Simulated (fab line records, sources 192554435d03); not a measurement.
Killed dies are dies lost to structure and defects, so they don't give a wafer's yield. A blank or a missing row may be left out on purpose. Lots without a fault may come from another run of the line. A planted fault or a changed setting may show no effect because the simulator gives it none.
fab line records | flow n5_finfet
record lots=7 wafers=21
route steps=1938 shown WELL_APT@25 PMOS_HMC_CHANNEL_EPI@63 FIN_SAQP@125 DUMMY_GATE@224 SD_EPI_N@267
start_h: hours from the record's first day to the start of the lot's first wafer shown | wait_h: hours since the lot's step before | " the same as in the row above | L1.1+2: a row that stands for several wafers | - no value, or no start given | * or withheld: withheld | < > ~ a bound
route shown NAME@n: a module of which the file shows steps, and the number in the route of the first | usual: mean/standard deviation of fault-free wafers | same: alike in all rows | chamber/n: place in a boat | sites: the reading at each site | _std_site: their standard deviation | _edge_site: outer sites' mean less inner sites' | radius_mm: how far each site lies from the wafer's centre | mask NAME#n: copy n | behind: the tool/chamber that last shaped the wafer | hold: why the lot was held/for how many hours/how that ended | device: the transistor (n, p or np) that didn't switch | end of line: the same wafers' tests at the end of the route | a step without rows: its recipe alone | killed: dies lost to structure and defects at the first sort, not the wafer's yield | map: a wafer's dies, x killed, . not, _ none there
set.NAME: the setting as run; set.NAME@STEP: as run at that earlier step | model.NAME: the simulator's own value behind a step, which no gauge read
lots whose settings were changed on purpose; a table a step, a row a wafer
## steps
# step N5_WELL_APT_PEB_06
# recipe peb_temp_c=130 peb_time_s=90
# columns lot.wafer tool chamber start_h wait_h set.peb_time_s
L075.1 litho_track-02 0 19.69 0.1 96.77
L075.2+4 " 0 " " 90
L081.1 litho_track-05 0 55.70 0.1 90
L081.3+6 " 0 " " 101.5
L083.2 litho_track-05 0 67.53 0.0 90
L083.5+6 " 0 " " 96.4
L084.1+4 litho_track-01 0 73.44 0.1 100.7
L084.2 " 0 " " 90
L085.4+5+6 litho_track-02 0 79.81 0.0 90
L089.3+4 litho_track-01 0 103.69 0.0 104.4
L089.5 " 0 " " 90
L091.1+3+5 litho_track-01 0 115.46 0.1 90
# step N5_WELL_APT_DEVELOP_07
# recipe develop_time_s=45 rinse_liquid=surfactant_rinse dry=air_spin dev_temp_c=21
# step N5_WELL_APT_HARDBAKE_12
# recipe temp_c=130 time_s=120
# step N5_WELL_APT_CD_MEAS_08
# recipe target_cd_nm=200 landing_energy_ev=500 detector=se_inlens
# usual cd_nm=200.2/2
# columns lot.wafer tool chamber start_h wait_h set.peb_time_s@WELL_APT_PEB_06 cd_nm
L075.1 cd_sem-03 0 19.81 - 96.77 203.7
L075.2 " 0 " " 90 202.7
L075.4 " 0 " " 90 202.7
L081.1 cd_sem-02 0 55.81 - 90 200.8
L081.3 " 0 " " 101.5 204.6
L081.6 " 0 " " 101.5 206.8
L083.2 cd_sem-03 0 67.64 - 90 202.0
L083.5 " 0 " " 96.4 205.6
L083.6 " 0 " " 96.4 206.4
L084.1 cd_sem-01 0 73.56 - 100.7 203.0
L084.2 " 0 " " 90 196.2
L084.4 " 0 " " 100.7 203.0
L085.4 cd_sem-01 0 79.93 - 90 201.3
L085.5 " 0 " " 90 200.3
L085.6 " 0 " " 90 199.3
L089.3 cd_sem-03 0 103.81 - 104.4 201.6
L089.4 " 0 " " 104.4 202.6
L089.5 " 0 " " 90 198.3
L091.1 cd_sem-02 0 115.58 - 90 197.5
L091.3 " 0 " " 90 200.1
L091.5 " 0 " " 90 197.9
# step N5_WELL_APT_DESCUM_13
# recipe chemistry=O2 time_s=7.9 source_power_w=50 bias_power_w=20 pressure_mtorr=20 rf_frequency_hz=2.712e+07 temp_c=40 o2_flow_sccm=225
# columns lot.wafer tool chamber start_h wait_h set.peb_time_s@WELL_APT_PEB_06 model.WELL_APT.cd_nm
L075.1 rie_diel-06 2 19.90 0.0 96.77 203.4
L075.2 " 0 " " 90 202.7
L075.4 " 3 " " 90 202.8
L081.1 rie_diel-06 0 56.02 0.2 90 200.8
L081.3 " 1 " " 101.5 204.4
L081.6 " 0 " " 101.5 206.8
L083.2 rie_diel-03 1 67.75 0.1 90 202.2
L083.5 " 2 " " 96.4 205.4
L083.6 " 1 " " 96.4 206.3
L084.1 rie_diel-06 3 73.65 0.0 100.7 203.2
L084.2 " 1 " " 90 196.6
L084.4 " 0 " " 100.7 203
L085.4 rie_diel-03 1 80.05 0.1 90 201.4
L085.5 " 2 " " 90 200.3
L085.6 " 1 " " 90 199.5
L089.3 rie_diel-03 0 103.89 0.0 104.4 201.9
L089.4 " 1 " " 104.4 203.2
L089.5 " 2 " " 90 198.6
L091.1 rie_diel-03 0 115.70 0.1 90 197.6
L091.3 " 3 " " 90 200
L091.5 " 0 " " 90 198
# step N5_PMOS_HMC_CHANNEL_EPI_PEB_07
# recipe peb_temp_c=110 peb_time_s=60 resist=CAR-ArF-block
# columns lot.wafer tool chamber start_h wait_h set.peb_time_s
L075.1+2 litho_track-04 0 23.18 0.1 51.2
L075.4 " 0 " " 60
L081.1 litho_track-03 0 59.18 0.1 67.62
L081.3+6 " 0 " " 60
L083.2+6 litho_track-04 0 70.90 0.0 60
L083.5 " 0 " " 64.12
L084.1 litho_track-04 0 77.42 0.1 60
L084.2+4 " 0 " " 65.41
L085.4+5+6 litho_track-03 0 83.30 0.0 60
L089.3+4 litho_track-05 0 106.99 0.0 60
L089.5 " 0 " " 55.55
L091.1+3 litho_track-03 0 119.20 0.1 66.28
L091.5 " 0 " " 60
# step N5_PMOS_HMC_CHANNEL_EPI_DEVELOP_08
# recipe develop_time_s=30 developer=TMAH resist=CAR-ArF-block dev_temp_c=23 rinse_liquid=diw dry=air_spin
# step N5_PMOS_HMC_CHANNEL_EPI_CD_MEAS_09
# recipe target_cd_nm=237.4 landing_energy_ev=500 detector=se_inlens
# usual cd_nm=237.2/0.94
# columns lot.wafer tool chamber start_h wait_h set.peb_time_s@PMOS_HMC_CHANNEL_EPI_PEB_07 cd_nm
L075.1 cd_sem-03 0 23.25 - 51.2 231.6
L075.2 " 0 " " 51.2 230.3
L075.4 " 0 " " 60 236.5
L081.1 cd_sem-01 0 59.24 - 67.62 240.7
L081.3 " 0 " " 60 234.2
L081.6 " 0 " " 60 235.4
L083.2 cd_sem-03 0 70.97 - 60 237.3
L083.5 " 0 " " 64.12 240.3
L083.6 " 0 " " 60 237.3
L084.1 cd_sem-02 0 77.49 - 60 238.4
L084.2 " 0 " " 65.41 241.0
L084.4 " 0 " " 65.41 240.7
L085.4 cd_sem-01 0 83.37 - 60 237.3
L085.5 " 0 " " 60 236.6
L085.6 " 0 " " 60 236.7
L089.3 cd_sem-01 0 107.06 - 60 235.2
L089.4 " 0 " " 60 236.0
L089.5 " 0 " " 55.55 233.7
L091.1 cd_sem-03 0 119.27 - 66.28 240.4
L091.3 " 0 " " 66.28 238.3
L091.5 " 0 " " 60 236.7
# step N5_PMOS_HMC_CHANNEL_EPI_DESCUM_14
# recipe chemistry=O2 time_s=7.9 source_power_w=50 bias_power_w=20 pressure_mtorr=20 rf_frequency_hz=2.712e+07 temp_c=40 resist=CAR-ArF-block o2_flow_sccm=225
# columns lot.wafer tool chamber start_h wait_h set.time_s set.peb_time_s@PMOS_HMC_CHANNEL_EPI_PEB_07 model.PMOS_HMC_CHANNEL_EPI.cd_nm
L075.1 rie_diel-02 1 23.33 0.0 7.9 51.2 231.6
L075.2 " 0 " " 7.9 51.2 230.4
L075.4 " 3 " " 7.9 60 236.5
L081.1 rie_diel-05 0 59.33 0.0 7.9 67.62 240.3
L081.3 " 1 " " 6.994 60 234.2
L081.6 " 1 " " 7.9 60 235.7
L083.2 rie_diel-05 2 71.20 0.2 8.846 60 237.5
L083.5 " 0 " " 8.846 64.12 240.3
L083.6 " 3 " " 7.9 60 237.2
L084.1 rie_diel-05 1 77.58 0.0 7.9 60 238.3
L084.2 " 2 " " 6.985 65.41 240.9
L084.4 " 0 " " 6.985 65.41 240.4
L085.4 rie_diel-02 2 83.45 0.0 7.9 60 237.3
L085.5 " 1 " " 7.9 60 236.5
L085.6 " 0 " " 7.9 60 237.1
L089.3 rie_diel-05 1 107.24 0.1 8.585 60 235.7
L089.4 " 3 " " 7.9 60 236
L089.5 " 1 " " 8.585 55.55 233.8
L091.1 rie_diel-02 0 119.36 0.0 7.9 66.28 240.4
L091.3 " 2 " " 9.145 66.28 238.7
L091.5 " 3 " " 9.145 60 236.9
# step N5_PMOS_HMC_CHANNEL_EPI_ETCH_32
# recipe chemistry=N2/H2 target=BARC stop_on=SiO2 target_depth_a=858 over_etch_frac=0.3 time_s=50.3 ion_energy_ev=200 mask_material=CAR-ArF-block pressure_mtorr=30 source_w=840 bias_w=150 n2_flow_sccm=200 h2_flow_sccm=200
# columns lot.wafer tool chamber start_h wait_h set.peb_time_s@PMOS_HMC_CHANNEL_EPI_PEB_07 model.PMOS_HMC_CHANNEL_EPI.cd_nm
L075.1 rie_diel-02 1 23.37 0.0 51.2 234.2
L075.2 " 0 " " 51.2 233.4
L075.4 " 3 " " 60 238.5
L081.1 rie_diel-05 0 59.37 0.0 67.62 243.3
L081.3 " 1 " " 60 237.3
L081.6 " 1 " " 60 238.6
L083.2 rie_diel-05 2 71.23 0.0 60 241.1
L083.5 " 0 " " 64.12 243.3
L083.6 " 3 " " 60 240
L084.1 rie_diel-05 1 77.62 0.0 60 241.1
L084.2 " 2 " " 65.41 243
L084.4 " 0 " " 65.41 243.3
L085.4+5 rie_diel-02 2,1 83.49 0.0 60 239.9
L085.6 " 0 " " 60 239.4
L089.3 rie_diel-05 1 107.27 0.0 60 239.2
L089.4 " 3 " " 60 239.8
L089.5 " 1 " " 55.55 236.6
L091.1 rie_diel-02 0 119.39 0.0 66.28 242.7
L091.3 " 2 " " 66.28 241.1
L091.5 " 3 " " 60 240
# step N5_PMOS_HMC_CHANNEL_EPI_HM_OPEN_15
# recipe chemistry=CHF3/O2 target=SiO2 mask_material=CAR-ArF-block target_depth_a=406 CHF3_flow_sccm=50 O2_flow_sccm=5 Ar_flow_sccm=200 time_s=20.3 pressure_mtorr=30 source_w=650 bias_w=170 ion_energy_ev=200
# step N5_PMOS_HMC_CHANNEL_EPI_STRIP_33
# recipe chemistry=N2/H2 power_w=500 temp_c=40 pressure_mtorr=50 rf_frequency_hz=6e+07 overash_fraction=0.3 bias_power_w=8 h2_frac=0.5 n2_flow_sccm=300 h2_flow_sccm=300
# step N5_PMOS_HMC_CHANNEL_EPI_STRIP_17
# recipe chemistry=SPM time_s=750 temp_c=130 h2so4_h2o2_vol_ratio=4 dry=ipa_marangoni
# step N5_PMOS_HMC_CHANNEL_EPI_ETCH_38
# recipe chemistry=CF4 target=SiO2 target_depth_a=15 ion_energy_ev=350 pressure_mtorr=10 icp_w=800 bias_w=400 cf4_flow_sccm=80
# columns lot.wafer tool chamber start_h wait_h set.peb_time_s@PMOS_HMC_CHANNEL_EPI_PEB_07 model.PMOS_HMC_CHANNEL_EPI.cd_nm
L075.1 rie_si-02 0 23.77 0.0 51.2 234.1
L075.2 " 3 " " 51.2 233.3
L075.4 " 1 " " 60 238.5
L081.1 rie_si-05 0 59.77 0.0 67.62 243.4
L081.3 " 3 " " 60 237.3
L081.6 " 3 " " 60 238.7
L083.2 rie_si-02 3 71.63 0.0 60 241.1
L083.5 " 0 " " 64.12 243.2
L083.6 " 3 " " 60 240
L084.1 rie_si-03 0 78.02 0.0 60 241.2
L084.2 " 2 " " 65.41 243
L084.4 " 2 " " 65.41 243.2
L085.4 rie_si-02 1 83.89 0.0 60 240
L085.5 " 0 " " 60 239.6
L085.6 " 1 " " 60 239.4
L089.3 rie_si-02 2 107.67 0.0 60 239.2
L089.4 " 3 " " 60 239.9
L089.5 " 3 " " 55.55 236.6
L091.1 rie_si-05 0 119.81 0.0 66.28 242.9
L091.3 " 1 " " 66.28 241.2
L091.5 " 2 " " 60 240.1
# step N5_FIN_SAQP_SPACER1_ALD_24
# recipe material=SiO2 target_thk_a=203 temp_c=300 ald_precursor_family=BDEAS ald_co_reactant=O2-plasma pulse_time_s=1 purge_time_s=2 co_reactant_purge_time_s=2 ald_cycles=218 pressure_torr=2
# columns lot.wafer tool chamber start_h wait_h set.ald_cycles model.SiO2_of_FIN_SAQP_SPACER1_ALD_24.thk_nm
L075.1+4 ald_sin-04 2,3 30.70 0.3 205 19.2
L075.2 " 0 " " 218 20.4
L081.1 ald_sin-03 2 65.24 0.3 204 19.2
L081.3 " 0 " " 204 19
L081.6 " 2 " " 218 20.4
L083.2+5+6 ald_sin-02 2,0,1 77.34 0.3 218 20.4
L084.1 ald_sin-02 3 83.25 0.3 218 20.2
L084.2+4 " 1,2 " " 218 20.4
L085.4+5+6 ald_sin-04 2,3,2 89.53 1.0 218 20.4
L089.3+5 ald_sin-04 3,2 113.02 0.1 218 20.4
L089.4 " 1 " " 186 17.2
L091.1 ald_sin-04 0 126.85 0.3 218 20.4
L091.3 " 1 " " 205 19.2
L091.5 " 1 " " 205 19
# step N5_FIN_SAQP_SPACER1_ETCHBACK_25
# recipe chemistry=CHF3/O2 mode=anisotropic_etchback target=SiO2 target_depth_a=244 time_s=12.2 pressure_mtorr=30 source_w=650 bias_w=170 Ar_flow_sccm=200 CHF3_flow_sccm=50 O2_flow_sccm=5 ion_energy_ev=200
# step N5_FIN_SAQP_MANDREL1_REMOVE_56
# recipe chemistry=HBr/Cl2/O2 bt_time_s=10 target=a-Si stop_on=SiNx endpoint=OES-SiCl over_etch_frac=1 icp_w=600 bias_w=22 HBr_flow_sccm=150 Cl2_flow_sccm=80 O2_flow_sccm=5 pressure_mtorr=10
# columns lot.wafer tool chamber start_h wait_h set.ald_cycles@FIN_SAQP_SPACER1_ALD_24 model.FIN_SAQP.cd_nm
L075.1 rie_si-04 1 31.66 0.1 205 19
L075.2 " 3 " " 218 20.2
L075.4 " 0 " " 205 19.2
L081.1+3 rie_si-04 2,3 66.05 0.1 204 19
L081.6 " 0 " " 218 20.2
L083.2+5 rie_si-06 3 78.16 0.1 218 20.4
L083.6 " 0 " " 218 20.6
L084.1+2 rie_si-01 1,3 84.05 0.1 218 20.4
L084.4 " 2 " " 218 20.2
L085.4+5+6 rie_si-06 2,1,0 90.33 0.1 218 20.4
L089.3+5 rie_si-06 1,0 113.83 0.1 218 20.4
L089.4 " 2 " " 186 17.2
L091.1 rie_si-06 0 127.65 0.1 218 20.4
L091.3+5 " 1,0 " " 205 19.2
# step N5_FIN_SAQP_CD_MEAS_27
# recipe target_cd_nm=20 landing_energy_ev=1000 detector=se_inlens polarity=line
# usual cd_nm=20.30/0.23
# columns lot.wafer tool chamber start_h wait_h set.ald_cycles@FIN_SAQP_SPACER1_ALD_24 cd_nm
L075.1 cd_sem-03 0 31.77 0.1 205 18.87
L075.2 " 0 " " 218 20.21
L075.4 " 0 " " 205 19.20
L081.1 cd_sem-02 0 66.16 0.1 204 18.86
L081.3 " 0 " " 204 18.79
L081.6 " 0 " " 218 20.12
L083.2 cd_sem-01 0 78.28 0.1 218 20.47
L083.5 " 0 " " 218 20.22
L083.6 " 0 " " 218 20.72
L084.1 cd_sem-01 0 84.16 0.1 218 20.19
L084.2 " 0 " " 218 20.10
L084.4 " 0 " " 218 20.03
L085.4 cd_sem-01 0 90.45 0.1 218 20.42
L085.5 " 0 " " 218 20.58
L085.6 " 0 " " 218 20.30
L089.3 cd_sem-03 0 113.94 0.1 218 20.49
L089.4 " 0 " " 186 17.29
L089.5 " 0 " " 218 20.40
L091.1 cd_sem-01 0 127.76 0.1 218 20.29
L091.3 " 0 " " 205 19.29
L091.5 " 0 " " 205 18.95
# step N5_DUMMY_GATE_COAT_28
# recipe resist=underlayer temp_c=205 time_s=60 spin_rpm=1500 resist_thk_nm=10
# columns lot.wafer tool chamber start_h wait_h set.spin_rpm model.underlayer_of_DUMMY_GATE_COAT_28.thk_nm
L075.1 litho_track-04 0 - - 1399 10.4
L075.2+4 " 0 " " 1500 10
L081.1 litho_track-03 0 - - 1500 10
L081.3+6 " 0 " " 1596 9.8
L083.2+5+6 litho_track-03 0 - - 1500 10
L084.1+2 litho_track-01 0 - - 1601 9.8
L084.4 " 0 " " 1500 10
L085.4+5+6 litho_track-01 0 - - 1500 10
L089.3+5 litho_track-03 0 - - 1418 10.2
L089.4 " 0 " " 1500 10
L091.1+3 litho_track-01 0 - - 1626 9.6
L091.5 " 0 " " 1500 10
# step N5_SD_EPI_N_EXPOSE_06
# recipe mask_id=SD_N_BLK na=1.35 source_shape=conventional sigma_outer=0.8 polarization=unpolarized target_cd_nm=120 dose_mj=39.75
# columns lot.wafer tool chamber start_h wait_h mask set.dose_mj
L075.1+4 arfi_scanner-02 0 57.87 - SD_N_BLK#0 39.75
L075.2 " 0 " " SD_N_BLK#0 41.69
L081.1 arfi_scanner-01 0 89.38 - SD_N_BLK#0 41.26
L081.3+6 " 0 " " SD_N_BLK#0 39.75
L083.2+6 arfi_scanner-03 0 103.53 - SD_N_BLK#0 39.75
L083.5 " 0 " " SD_N_BLK#0 42.71
L084.1+2 arfi_scanner-01 0 107.72 - SD_N_BLK#0 38.21
L084.4 " 0 " " SD_N_BLK#0 39.75
L085.4+5+6 arfi_scanner-01 0 116.02 - SD_N_BLK#0 39.75
L089.3+4+5 arfi_scanner-03 0 137.24 - SD_N_BLK#0 39.75
L091.1 arfi_scanner-01 0 151.57 - SD_N_BLK#0 39.75
L091.3+5 " 0 " " SD_N_BLK#0 37.29
## key
split step=N5_WELL_APT_PEB_06 setting=peb_time_s stated=90 by=wafer
response step=N5_WELL_APT_CD_MEAS_08 reading=cd_nm change=+0.358 per=1% r=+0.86
response step=N5_WELL_APT_DESCUM_13 reading=model.WELL_APT.cd_nm change=+0.35 per=1% r=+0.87
split step=N5_PMOS_HMC_CHANNEL_EPI_PEB_07 setting=peb_time_s stated=60 by=wafer
response step=N5_PMOS_HMC_CHANNEL_EPI_CD_MEAS_09 reading=cd_nm change=+0.361 per=1% r=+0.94
response step=N5_PMOS_HMC_CHANNEL_EPI_DESCUM_14 reading=model.PMOS_HMC_CHANNEL_EPI.cd_nm change=+0.35 per=1% r=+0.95
response step=N5_PMOS_HMC_CHANNEL_EPI_ETCH_32 reading=model.PMOS_HMC_CHANNEL_EPI.cd_nm change=+0.324 per=1% r=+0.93
response step=N5_PMOS_HMC_CHANNEL_EPI_ETCH_38 reading=model.PMOS_HMC_CHANNEL_EPI.cd_nm change=+0.325 per=1% r=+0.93
split step=N5_PMOS_HMC_CHANNEL_EPI_DESCUM_14 setting=time_s stated=7.9 by=wafer
response none clear
split step=N5_FIN_SAQP_SPACER1_ALD_24 setting=ald_cycles stated=218 by=wafer
response step=N5_FIN_SAQP_SPACER1_ALD_24 reading=model.SiO2_of_FIN_SAQP_SPACER1_ALD_24.thk_nm change=+0.214 per=1% r=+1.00
response step=N5_FIN_SAQP_MANDREL1_REMOVE_56 reading=model.FIN_SAQP.cd_nm change=+0.209 per=1% r=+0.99
response step=N5_FIN_SAQP_CD_MEAS_27 reading=cd_nm change=+0.209 per=1% r=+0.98
split step=N5_DUMMY_GATE_COAT_28 setting=spin_rpm stated=1500 by=wafer
response step=N5_DUMMY_GATE_COAT_28 reading=model.underlayer_of_DUMMY_GATE_COAT_28.thk_nm change=-0.0421 per=1% r=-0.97
split step=N5_SD_EPI_N_EXPOSE_06 setting=dose_mj stated=39.75 by=wafer
response none in this file
